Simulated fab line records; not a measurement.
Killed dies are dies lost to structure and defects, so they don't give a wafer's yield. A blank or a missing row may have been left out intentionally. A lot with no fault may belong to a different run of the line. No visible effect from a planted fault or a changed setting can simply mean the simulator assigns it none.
fab line records	flow nand-harc
[record] lots = 24	wafers = 72	last-day = 33
route steps=1302 shown P_CONTACT@246 P_M0@282 P_M1@296
lots that met no fault: taken from a fault-free run of the same line
start-h: hours from the record's first day to the start of the lot's first wafer shown	wait-h: time in hours since the lot's previous step	" repeats the value in the row above	L1.1+2: one row covering several wafers at once	- value missing, or start not given	* or withheld: withheld	< > ~ a bound
route shown NAME@n: a module of which the file shows steps, and the number in the route of the first	usual: mean and standard deviation over wafers with no fault	same: alike in all rows	chamber/n: place in a boat	sites: per-site readings	_std_site: the values' standard deviation	_edge_site: the outer-site mean with the inner-site mean subtracted	radius-mm: for every site, how far away it sits from the centre of the wafer	mask NAME#n: copy n	behind: tool/chamber where the wafer was last shaped	hold: reason for holding the lot/hours on hold/outcome of the hold	device: which transistor (n, p or np) failed to switch	end of line: at the end of the route, the tests of the same wafers	a step given without rows: its recipe and nothing more	killed: at the first sort, the dies lost to defects and structure; wafer yield is something else	map: the dies of a wafer, with x for killed, . for not killed, _ for no die there
set.NAME: the setting the step ran with; set.NAME@STEP: the setting that earlier step ran with	model.NAME: the simulator's own value behind a step, which no gauge read
steps of the route over a sample of lots; a table a step, a row a wafer
services: the hour from which a tool's chamber was out of use, counted from the record's first day as start-h (under 0 if before that day), plus the number of hours and why
[[steps]]
[step NHARC_P_CONTACT_PVD_32]
[recipe] target-thk-a = 50	chamber-pressure-pa = 5	power-w = 5000	substrate-temp-c = 200	time-s = 17.7	material = Ti
[usual] throttle-valve-pct = 30.0/1
lot.wafer	tool	chamber	start-h	wait-h	throttle-valve-pct
L074.1	pvd-sputter-02	-	-	-	30.5
L074.2	"	-	"	"	29.9
L074.6	"	-	"	"	29.9
L075.2	pvd-sputter-02	-	-	-	30.8
L075.3	"	-	"	"	29.8
L075.4	"	-	"	"	30.3
L076.2	pvd-sputter-02	-	-	-	30.8
L076.1	"	-	"	"	30.7
L076.5	"	-	"	"	30.8
L077.2	pvd-sputter-01	-	-	-	32.1
L077.4	"	-	"	"	29.6
L077.6	"	-	"	"	32.1
L078.2	pvd-sputter-01	-	-	-	30.5
L078.3	"	-	"	"	29.5
L078.6	"	-	"	"	31.7
L079.1	pvd-sputter-01	-	-	-	30.0
L079.2	"	-	"	"	30.7
L079.5	"	-	"	"	29.1
L080.3	pvd-sputter-02	-	-	-	29.7
L080.6	"	-	"	"	30.8
L080.5	"	-	"	"	29.6
L081.3	pvd-sputter-02	-	-	-	29.5
L081.1	"	-	"	"	30.1
L081.6	"	-	"	"	30.7
L082.1	pvd-sputter-01	-	-	-	30.7
L082.3	"	-	"	"	31.7
L082.5	"	-	"	"	29.9
L083.2	pvd-sputter-03	-	-	-	29.2
L083.1	"	-	"	"	28.7
L083.5	"	-	"	"	29.1
L084.3	pvd-sputter-03	-	-	-	28.4
L084.6	"	-	"	"	30.6
L084.5	"	-	"	"	28.3
L085.3	pvd-sputter-01	-	-	-	31.6
L085.5	"	-	"	"	28.8
L085.6	"	-	"	"	31.7
L086.3	pvd-sputter-01	-	-	-	28.1
L086.2	"	-	"	"	30.0
L086.6	"	-	"	"	27.9
L088.4	pvd-sputter-02	-	-	-	30.7
L088.6	"	-	"	"	30.6
L088.5	"	-	"	"	30.0
L087.1	pvd-sputter-01	-	-	-	30.0
L087.6	"	-	"	"	31.5
L087.5	"	-	"	"	30.6
L089.3	pvd-sputter-02	-	-	-	30.1
L089.4	"	-	"	"	30.5
L089.1	"	-	"	"	29.5
L090.2	pvd-sputter-03	-	-	-	30.2
L090.3	"	-	"	"	28.7
L090.6	"	-	"	"	30.7
L091.2	pvd-sputter-01	-	-	-	27.8
L091.3	"	-	"	"	30.0
L091.6	"	-	"	"	28.3
L092.1	pvd-sputter-01	-	-	-	28.2
L092.5	"	-	"	"	30.1
L092.6	"	-	"	"	28.0
L093.3	pvd-sputter-02	-	-	-	30.0
L093.2	"	-	"	"	30.3
L093.5	"	-	"	"	31.2
L094.1	pvd-sputter-01	-	-	-	29.9
L094.3	"	-	"	"	28.1
L094.6	"	-	"	"	30.5
L095.1	pvd-sputter-03	-	-	-	28.7
L095.4	"	-	"	"	30.5
L095.5	"	-	"	"	28.6
L096.4	pvd-sputter-01	-	-	-	28.0
L096.3	"	-	"	"	31.5
L096.1	"	-	"	"	29.8
L097.2	pvd-sputter-02	-	-	-	29.9
L097.4	"	-	"	"	30.3
L097.5	"	-	"	"	29.9
[step NHARC_P_M0_INSPECT_27]
[usual] raw-defect-count = 279/120
lot.wafer	tool	chamber	start-h	wait-h	raw-defect-count
L074.1	defect-inspect-02	-	130.47	0.0	260
L074.2	"	-	"	"	238
L074.6	"	-	"	"	233
L075.2	defect-inspect-02	-	135.47	0.0	316
L075.3	"	-	"	"	373
L075.4	"	-	"	"	155
L076.1	defect-inspect-02	-	141.56	0.0	138
L076.2	"	-	"	"	238
L076.5	"	-	"	"	216
L077.2	defect-inspect-01	-	158.61	0.0	470
L077.4	"	-	"	"	369
L077.6	"	-	"	"	680
L078.2	defect-inspect-01	-	166.42	0.0	165
L078.3	"	-	"	"	242
L078.6	"	-	"	"	309
L079.1	defect-inspect-02	-	171.53	0.0	235
L079.2	"	-	"	"	162
L079.5	"	-	"	"	178
L080.3	defect-inspect-02	-	187.48	0.0	143
L080.5	"	-	"	"	215
L080.6	"	-	"	"	105
L081.1	defect-inspect-01	-	188.71	0.0	245
L081.3	"	-	"	"	225
L081.6	"	-	"	"	185
L082.1	defect-inspect-02	-	199.16	0.0	273
L082.3	"	-	"	"	246
L082.5	"	-	"	"	648
L083.1	defect-inspect-01	-	212.99	0.0	403
L083.2	"	-	"	"	272
L083.5	"	-	"	"	395
L084.3	defect-inspect-02	-	226.61	0.0	147
L084.5	"	-	"	"	245
L084.6	"	-	"	"	275
L085.3	defect-inspect-01	-	229.46	0.0	237
L085.5	"	-	"	"	208
L085.6	"	-	"	"	196
L086.2	defect-inspect-02	-	247.73	0.0	263
L086.3	"	-	"	"	401
L086.6	"	-	"	"	566
L088.4	defect-inspect-01	-	269.53	0.0	209
L088.5	"	-	"	"	215
L088.6	"	-	"	"	268
L087.1	defect-inspect-02	-	270.44	0.0	271
L087.5	"	-	"	"	341
L087.6	"	-	"	"	420
L089.1	defect-inspect-02	-	271.29	0.0	326
L089.3	"	-	"	"	208
L089.4	"	-	"	"	254
L090.2	defect-inspect-01	-	285.06	0.0	253
L090.3	"	-	"	"	172
L090.6	"	-	"	"	170
L091.2	defect-inspect-01	-	294.89	0.0	187
L091.3	"	-	"	"	189
L091.6	"	-	"	"	342
L092.1	defect-inspect-01	-	305.50	0.0	604
L092.5	"	-	"	"	188
L092.6	"	-	"	"	302
L093.2	defect-inspect-01	-	309.64	0.0	189
L093.3	"	-	"	"	305
L093.5	"	-	"	"	236
L094.1	defect-inspect-01	-	324.16	0.0	190
L094.3	"	-	"	"	251
L094.6	"	-	"	"	118
L095.1	defect-inspect-02	-	334.30	0.0	205
L095.4	"	-	"	"	211
L095.5	"	-	"	"	305
L096.1	defect-inspect-01	-	339.51	0.0	507
L096.3	"	-	"	"	368
L096.4	"	-	"	"	528
L097.2	defect-inspect-02	-	355.58	0.0	256
L097.4	"	-	"	"	261
L097.5	"	-	"	"	243
[step NHARC_P_M1_OVL_MEAS_10]
[recipe] pitch-nm = 260
[usual] overlay-x-nm = 0.0/0.86	overlay-y-nm = 0.0/0.73
lot.wafer	tool	chamber	start-h	wait-h	overlay-x-nm	overlay-y-nm
L074.1	overlay-02	-	131.95	-	-0.5	0.0
L074.2	"	-	"	"	-0.5	0.7
L074.6	"	-	"	"	-1.2	0.2
L075.2	overlay-01	-	137.07	-	-0.6	0.6
L075.3	"	-	"	"	-0.6	0.0
L075.4	"	-	"	"	-0.4	0.6
L076.1	overlay-01	-	142.92	-	1.1	-0.3
L076.2	"	-	"	"	0.7	-0.3
L076.5	"	-	"	"	0.9	-0.2
L077.2	overlay-01	-	159.97	-	1.4	0.5
L077.4	"	-	"	"	0.4	-0.3
L077.6	"	-	"	"	1.0	0.2
L078.2	overlay-01	-	167.88	-	1.1	-0.3
L078.3	"	-	"	"	1.5	0.0
L078.6	"	-	"	"	0.8	0.0
L079.1	overlay-02	-	172.88	-	-1.6	-0.5
L079.2	"	-	"	"	-1.1	-0.5
L079.5	"	-	"	"	-1.5	-1.5
L080.3	overlay-01	-	188.83	-	-0.1	0.4
L080.5	"	-	"	"	-0.6	0.4
L080.6	"	-	"	"	-0.7	-0.4
L081.1	overlay-01	-	190.15	-	0.5	0.1
L081.3	"	-	"	"	-0.1	0.2
L081.6	"	-	"	"	0.1	0.4
L082.1	overlay-01	-	200.67	-	0.3	2.1
L082.3	"	-	"	"	0.4	1.9
L082.5	"	-	"	"	0.9	1.2
L083.1	overlay-02	-	214.46	-	0.0	0.3
L083.2	"	-	"	"	-0.2	0.5
L083.5	"	-	"	"	-0.4	0.4
L084.3	overlay-01	-	228.08	-	-0.4	-0.3
L084.5	"	-	"	"	0.4	0.1
L084.6	"	-	"	"	-0.2	0.0
L085.3	overlay-02	-	230.94	-	-0.2	1.1
L085.5	"	-	"	"	-0.6	1.2
L085.6	"	-	"	"	-0.3	1.8
L086.2	overlay-01	-	249.18	-	0.0	-0.3
L086.3	"	-	"	"	0.2	-0.2
L086.6	"	-	"	"	0.5	0.3
L088.4	overlay-01	-	270.98	-	0.5	-0.3
L088.5	"	-	"	"	0.2	-1.3
L088.6	"	-	"	"	1.1	-0.9
L087.1	overlay-02	-	271.90	-	1.0	-0.9
L087.5	"	-	"	"	0.7	-1.0
L087.6	"	-	"	"	0.6	-1.3
L089.1	overlay-02	-	272.77	-	0.6	-1.0
L089.3	"	-	"	"	1.2	-0.6
L089.4	"	-	"	"	0.9	-0.8
L090.2	overlay-02	-	286.54	-	-2.7	0.6
L090.3	"	-	"	"	-2.7	-0.3
L090.6	"	-	"	"	-2.3	0.7
L091.2	overlay-02	-	296.36	-	-0.9	-0.5
L091.3	"	-	"	"	-1.1	-0.2
L091.6	"	-	"	"	-0.2	-0.8
L092.1	overlay-02	-	306.99	-	-0.3	-0.2
L092.5	"	-	"	"	0.2	-0.7
L092.6	"	-	"	"	0.1	-1.1
L093.2	overlay-02	-	311.00	-	0.8	1.0
L093.3	"	-	"	"	0.9	1.5
L093.5	"	-	"	"	0.6	0.7
L094.1	overlay-01	-	325.64	-	-0.3	0.5
L094.3	"	-	"	"	0.4	0.7
L094.6	"	-	"	"	-0.2	0.8
L095.1	overlay-01	-	335.78	-	-0.2	-0.2
L095.4	"	-	"	"	-0.1	0.1
L095.5	"	-	"	"	0.3	0.1
L096.1	overlay-01	-	340.99	-	0.5	-0.6
L096.3	"	-	"	"	0.1	-0.8
L096.4	"	-	"	"	-0.4	-0.4
L097.2	overlay-02	-	357.03	-	0.6	0.0
L097.4	"	-	"	"	0.2	-0.3
L097.5	"	-	"	"	0.6	-0.4
[step NHARC_P_M1_DESCUM_14]
[recipe] time-s = 3	o2-flow-sccm = 200	ar-flow-sccm = 0	bias-power-w = 0	chemistry = O2
[usual] drypump-motor-current-A = 5.6/0.5	oes-product-au = 1.000/0.012	rf-vpp-V = 57.8/0.93	showerhead-plenum-p-Torr = 1.92/0.092	throttle-valve-pct = 11.312/0.0095
lot.wafer	tool	chamber	start-h	wait-h	drypump-motor-current-A	oes-product-au	rf-hours-counter-h	rf-vpp-V	showerhead-plenum-p-Torr	throttle-valve-pct
L074.1	rie-diel-07	1	132.05	0.1	6.4	1.008	0	59.1	1.95	11.316
L074.2	"	2	"	"	6.3	0.991	0	58.9	1.87	11.309
L074.6	"	1	"	"	6.4	1.010	-	56.9	1.95	11.310
L075.2	rie-diel-03	1	137.16	0.1	4.7	1.019	7	57.4	1.80	11.305
L075.4	"	2	"	"	5.8	0.979	7	57.6	1.95	11.310
L075.3	"	3	"	"	5.9	0.998	8	58.7	1.98	11.309
L076.2	rie-diel-03	0	143.02	0.1	5.4	0.998	11	56.7	1.86	11.287
L076.1	"	1	"	"	4.7	1.003	10	56.9	1.80	11.322
L076.5	"	3	"	"	5.9	0.996	-	58.7	1.97	11.315
L077.2	rie-diel-07	3	160.09	0.1	5.2	1.019	2	58.9	1.87	11.304
L077.4	"	2	"	"	6.3	0.983	-	56.8	1.87	11.294
L077.6	"	3	"	"	5.2	1.021	-	56.0	1.87	11.317
L078.2	rie-diel-07	3	167.98	0.1	5.2	1.006	3	57.7	1.87	11.304
L078.3	"	2	"	"	6.4	0.979	5	56.6	1.87	11.320
L078.6	"	1	"	"	6.4	1.009	-	58.0	1.95	11.337
L079.1	rie-diel-07	2	172.98	0.1	6.4	0.976	5	57.6	1.87	11.301
L079.2	"	3	"	"	5.2	1.006	3	58.8	1.87	11.313
L079.5	"	2	"	"	6.4	0.976	-	58.6	1.87	11.318
L080.3	rie-diel-06	2	188.95	0.1	5.7	1.009	3	58.5	1.94	11.310
L080.5	"	0	"	"	6.0	0.978	-	57.3	2.06	11.302
L080.6	"	1	"	"	4.9	0.999	-	56.5	1.83	11.290
L081.3	rie-diel-06	2	190.26	0.1	5.7	1.012	3	56.4	1.94	11.309
L081.1	"	3	"	"	5.8	1.012	3	57.9	2.07	11.323
L081.6	"	1	"	"	4.9	0.999	-	57.4	1.83	11.322
L082.3	rie-diel-06	1	200.78	0.1	5.0	1.004	5	58.3	1.83	11.314
L082.1	"	2	"	"	5.7	1.015	4	59.1	1.94	11.300
L082.5	"	3	"	"	5.8	1.008	-	59.2	2.07	11.299
L083.1	rie-diel-06	2	214.58	0.1	5.7	1.017	5	58.8	1.94	11.312
L083.2	"	3	"	"	5.9	1.012	5	58.9	2.07	11.295
L083.5	"	1	"	"	5.0	1.004	-	57.6	1.83	11.308
L084.3	rie-diel-07	2	228.21	0.1	6.4	0.990	10	58.0	1.87	11.296
L084.6	"	3	"	"	5.2	1.014	-	56.1	1.87	11.298
L084.5	"	0	"	"	5.4	0.991	-	56.2	1.81	11.310
L085.3	rie-diel-06	2	231.05	0.1	5.7	1.017	6	58.2	1.94	11.320
L085.6	"	1	"	"	4.9	1.007	-	57.5	1.83	11.320
L085.5	"	2	"	"	5.7	1.014	-	57.3	1.94	11.307
L086.2	rie-diel-03	2	249.29	0.1	5.8	0.977	41	59.2	1.94	11.292
L086.3	"	3	"	"	5.9	0.996	41	57.9	1.96	11.317
L086.6	"	1	"	"	4.7	1.006	-	56.0	1.79	11.333
L088.6	rie-diel-07	3	271.11	0.1	5.2	1.014	-	57.3	1.87	11.312
L088.5	"	0	"	"	5.4	1.011	-	57.6	1.81	11.307
L088.4	"	2	"	"	6.3	0.981	-	57.0	1.87	11.311
L087.1	rie-diel-06	1	271.99	0.1	4.9	1.018	9	57.9	1.83	11.324
L087.6	"	1	"	"	4.9	1.009	-	56.8	1.83	11.317
L087.5	"	2	"	"	5.7	1.013	-	58.9	1.94	11.303
L089.3	rie-diel-06	0	272.88	0.1	6.0	0.979	9	59.0	2.05	11.311
L089.4	"	1	"	"	4.9	1.020	9	56.6	1.83	11.297
L089.1	"	2	"	"	5.7	1.007	8	57.3	1.94	11.330
L090.2	rie-diel-06	1	286.64	0.1	5.0	1.007	10	57.3	1.82	11.318
L090.3	"	2	"	"	5.7	1.008	9	57.8	1.94	11.325
L090.6	"	1	"	"	4.9	1.008	-	59.0	1.82	11.299
L091.3	rie-diel-06	2	296.48	0.1	5.7	1.008	10	57.3	1.94	11.312
L091.2	"	3	"	"	5.8	1.007	10	58.4	2.06	11.334
L091.6	"	0	"	"	5.9	0.974	-	58.1	2.05	11.308
L092.1	rie-diel-03	3	307.11	0.1	5.9	1.014	6	56.8	1.96	11.320
L092.6	"	0	"	"	5.4	1.015	-	58.1	1.84	11.310
L092.5	"	1	"	"	4.7	1.003	-	56.6	1.78	11.313
L093.2	rie-diel-07	3	311.09	0.1	5.2	1.009	1	57.9	1.87	11.321
L093.3	"	0	"	"	5.4	1.014	1	58.2	1.81	11.304
L093.5	"	3	"	"	5.2	1.008	-	58.5	1.87	11.310
L094.3	rie-diel-06	1	325.74	0.1	4.9	0.993	1	57.4	1.82	11.298
L094.1	"	2	"	"	5.7	0.992	1	57.3	1.94	11.315
L094.6	"	3	"	"	5.8	1.004	-	58.1	2.06	11.317
L095.1	rie-diel-06	2	335.90	0.1	5.7	1.003	1	58.2	1.94	11.309
L095.5	"	3	"	"	5.8	1.007	-	58.8	2.06	11.315
L095.4	"	2	"	"	5.7	1.003	-	57.3	1.94	11.316
L096.3	rie-diel-06	2	341.09	0.1	5.7	0.996	1	58.7	1.94	11.313
L096.1	"	1	"	"	4.9	0.993	1	55.1	1.82	11.313
L096.4	"	3	"	"	5.8	0.994	-	58.3	2.06	11.312
L097.2	rie-diel-06	3	357.14	0.1	5.8	1.000	3	57.9	2.06	11.309
L097.4	"	1	"	"	4.9	0.988	3	58.2	1.82	11.311
L097.5	"	3	"	"	5.9	0.999	-	58.2	2.06	11.310
[step NHARC_P_M1_ETCH_15]
[recipe] target-depth-a = 1825	time-s = 91.2	c4f8-flow-sccm = withheld	ar-flow-sccm = 400	rf-w = 600	bias-w = 300	chemistry = C4F8/Ar
[usual] oes-product-au = 0.952/0.023	rf-vpp-V = 441.2/2.9
lot.wafer	tool	chamber	start-h	wait-h	oes-product-au	rf-hours-counter-h	rf-vpp-V
L074.1	rie-diel-07	2	132.30	0.1	0.933	0	438.0
L074.2	"	1	"	"	0.950	0	442.2
L074.6	"	1	"	"	0.949	-	441.5
L075.2	rie-diel-03	2	-	-	0.903	7	440.4
L075.4	"	0	"	"	0.931	8	439.3
L075.3	"	1	"	"	0.935	8	436.9
L076.1	rie-diel-03	0	-	-	0.965	11	439.4
L076.2	"	1	"	"	0.991	10	437.6
L076.5	"	0	"	"	0.973	-	440.2
L077.2	rie-diel-07	1	-	-	0.973	4	442.6
L077.4	"	1	"	"	0.968	-	443.4
L077.6	"	2	"	"	0.947	-	439.3
L078.2	rie-diel-07	3	-	-	0.978	3	439.0
L078.3	"	1	"	"	0.977	5	440.4
L078.6	"	2	"	"	0.939	-	439.6
L079.1	rie-diel-07	3	-	-	0.979	3	439.1
L079.2	"	1	"	"	0.973	5	442.0
L079.5	"	1	"	"	0.963	-	441.3
L080.3	rie-diel-06	1	-	-	0.925	4	438.6
L080.5	"	0	"	"	0.910	-	445.8
L080.6	"	1	"	"	0.930	-	437.2
L081.3	rie-diel-06	0	-	-	0.943	4	443.9
L081.1	"	2	"	"	0.954	3	441.2
L081.6	"	0	"	"	0.943	-	445.5
L082.3	rie-diel-06	1	-	-	0.974	5	438.6
L082.1	"	3	"	"	0.972	4	444.7
L082.5	"	1	"	"	0.991	-	439.2
L083.2	rie-diel-06	0	-	-	0.925	6	446.5
L083.1	"	2	"	"	0.959	5	441.4
L083.5	"	0	"	"	0.923	-	446.7
L084.3	rie-diel-07	0	-	-	0.920	5	436.2
L084.5	"	1	"	"	0.928	-	441.7
L084.6	"	2	"	"	0.892	-	440.0
L085.3	rie-diel-06	0	-	-	0.959	7	445.5
L085.6	"	1	"	"	0.962	-	438.3
L085.5	"	2	"	"	0.978	-	440.9
L086.3	rie-diel-03	2	-	-	0.904	41	443.0
L086.2	"	3	"	"	0.926	42	444.2
L086.6	"	1	"	"	0.923	-	437.2
L088.6	rie-diel-07	3	-	-	0.973	-	439.4
L088.4	"	0	"	"	0.961	-	436.9
L088.5	"	2	"	"	0.946	-	439.0
L087.1	rie-diel-06	3	-	-	0.976	9	445.5
L087.6	"	1	"	"	0.968	-	438.2
L087.5	"	2	"	"	0.973	-	442.9
L089.1	rie-diel-06	3	-	-	0.924	9	445.0
L089.4	"	0	"	"	0.920	9	444.8
L089.3	"	1	"	"	0.941	9	438.0
L090.3	rie-diel-06	3	-	-	0.947	9	446.1
L090.2	"	1	"	"	0.948	10	437.8
L090.6	"	3	"	"	0.964	-	447.8
L091.3	rie-diel-06	2	-	-	1.003	10	441.4
L091.2	"	3	"	"	0.983	10	445.6
L091.6	"	1	"	"	0.974	-	437.9
L092.1	rie-diel-03	2	-	-	0.982	5	442.7
L092.6	"	3	"	"	0.988	-	441.7
L092.5	"	0	"	"	0.965	-	438.8
L093.3	rie-diel-07	1	-	-	0.999	1	443.0
L093.2	"	3	"	"	0.972	1	437.4
L093.5	"	1	"	"	0.976	-	442.1
L094.1	rie-diel-06	2	-	-	0.952	1	440.9
L094.3	"	3	"	"	0.953	1	446.1
L094.6	"	3	"	"	0.967	-	445.1
L095.1	rie-diel-06	2	-	-	0.963	1	440.6
L095.4	"	1	"	"	0.956	-	438.2
L095.5	"	3	"	"	0.955	-	445.1
L096.3	rie-diel-06	1	-	-	0.918	1	436.9
L096.1	"	3	"	"	0.926	1	445.1
L096.4	"	3	"	"	0.932	-	445.1
L097.4	rie-diel-06	2	-	-	0.958	2	441.3
L097.2	"	3	"	"	0.960	3	444.1
L097.5	"	2	"	"	0.962	-	441.8
[step NHARC_P_M1_DEP_33]
[recipe] target-thk-a = 300	temp-c = 370	target-thk-nm = 30	pressure-torr = 3	flow-sccm = 200	rf-w = 450	material = SiCN
[usual] heater-power-w = 576/81
lot.wafer	tool	chamber	start-h	wait-h	heater-power-w
L074.1	pecvd-03	1	135.10	0.1	647
L074.2	"	2	"	"	532
L074.6	"	2	"	"	547
L075.2	pecvd-03	2	140.96	0.1	541
L075.3	"	0	"	"	629
L075.4	"	2	"	"	540
L076.1	pecvd-03	1	145.84	0.1	651
L076.2	"	2	"	"	522
L076.5	"	1	"	"	662
L077.2	pecvd-03	2	162.86	0.1	521
L077.6	"	1	"	"	669
L077.4	"	0	"	"	635
L078.2	pecvd-04	0	171.05	0.1	649
L078.3	"	2	"	"	466
L078.6	"	0	"	"	649
L079.1	pecvd-02	2	175.82	0.1	425
L079.2	"	0	"	"	538
L079.5	"	0	"	"	534
L080.3	pecvd-04	0	191.72	0.1	656
L080.6	"	1	"	"	470
L080.5	"	2	"	"	499
L081.3	pecvd-02	0	193.02	0.1	533
L081.1	"	1	"	"	519
L081.6	"	2	"	"	448
L082.1	pecvd-03	2	203.54	0.1	612
L082.3	"	0	"	"	657
L082.5	"	0	"	"	648
L083.1	pecvd-04	1	217.31	0.1	447
L083.2	"	2	"	"	412
L083.5	"	2	"	"	409
L084.3	pecvd-03	1	231.29	0.1	694
L084.6	"	2	"	"	576
L084.5	"	0	"	"	579
L085.3	pecvd-04	0	234.09	0.1	678
L085.5	"	0	"	"	695
L085.6	"	1	"	"	474
L086.3	pecvd-03	1	252.00	0.1	609
L086.2	"	0	"	"	622
L086.6	"	0	"	"	630
L088.6	pecvd-03	0	274.09	0.2	659
L088.4	"	1	"	"	686
L088.5	"	2	"	"	565
L087.1	pecvd-03	2	274.77	0.1	596
L087.5	"	2	"	"	583
L087.6	"	0	"	"	628
L089.3	pecvd-03	2	275.65	0.1	535
L089.1	"	1	"	"	667
L089.4	"	2	"	"	519
L090.3	pecvd-03	1	289.42	0.1	585
L090.2	"	0	"	"	671
L090.6	"	0	"	"	677
L091.2	pecvd-04	0	299.25	0.1	594
L091.3	"	1	"	"	556
L091.6	"	2	"	"	466
L092.1	pecvd-04	0	309.87	0.1	729
L092.6	"	2	"	"	516
L092.5	"	1	"	"	562
L093.3	pecvd-04	2	314.09	0.1	524
L093.2	"	1	"	"	566
L093.5	"	1	"	"	573
L094.3	pecvd-02	0	328.62	0.1	505
L094.1	"	1	"	"	539
L094.6	"	2	"	"	428
L095.1	pecvd-04	1	339.44	0.1	528
L095.4	"	2	"	"	465
L095.5	"	0	"	"	733
L096.3	pecvd-03	1	343.85	0.1	642
L096.1	"	2	"	"	600
L096.4	"	0	"	"	673
L097.2	pecvd-02	0	359.94	0.1	547
L097.5	"	0	"	"	535
L097.4	"	1	"	"	591
[[services]]
tool	chamber	start-h	hours	kind
pvd-sputter-02	-	104.00	10.0	pm
rie-diel-03	-	104.39	9.0	pm
rie-diel-07	-	118.23	9.0	pm
rie-diel-06	-	130.23	9.0	pm
rie-diel-07	3	131.52	6.8	repair
pvd-sputter-01	-	141.20	0.8	repair
pecvd-04	-	149.66	1.3	repair
rie-diel-03	0	154.93	6.6	repair
rie-diel-06	3	181.61	3.9	repair
pecvd-03	-	185.02	13.0	pm
rie-diel-07	1	191.67	3.2	repair
rie-diel-03	-	207.70	0.6	repair
rie-diel-07	-	211.41	0.9	repair
pvd-sputter-01	-	226.00	10.0	pm
pecvd-03	-	243.28	0.3	repair
rie-diel-07	1	257.86	26.7	repair
pecvd-04	-	269.51	13.0	pm
pvd-sputter-02	-	273.81	3.4	repair
pvd-sputter-01	-	275.33	1.6	repair
rie-diel-03	-	281.48	9.0	pm
pvd-sputter-02	-	282.00	10.0	pm
rie-diel-07	-	295.23	9.0	pm
rie-diel-06	-	307.23	9.0	pm
rie-diel-06	-	333.76	0.1	repair
[[key]]
fault none
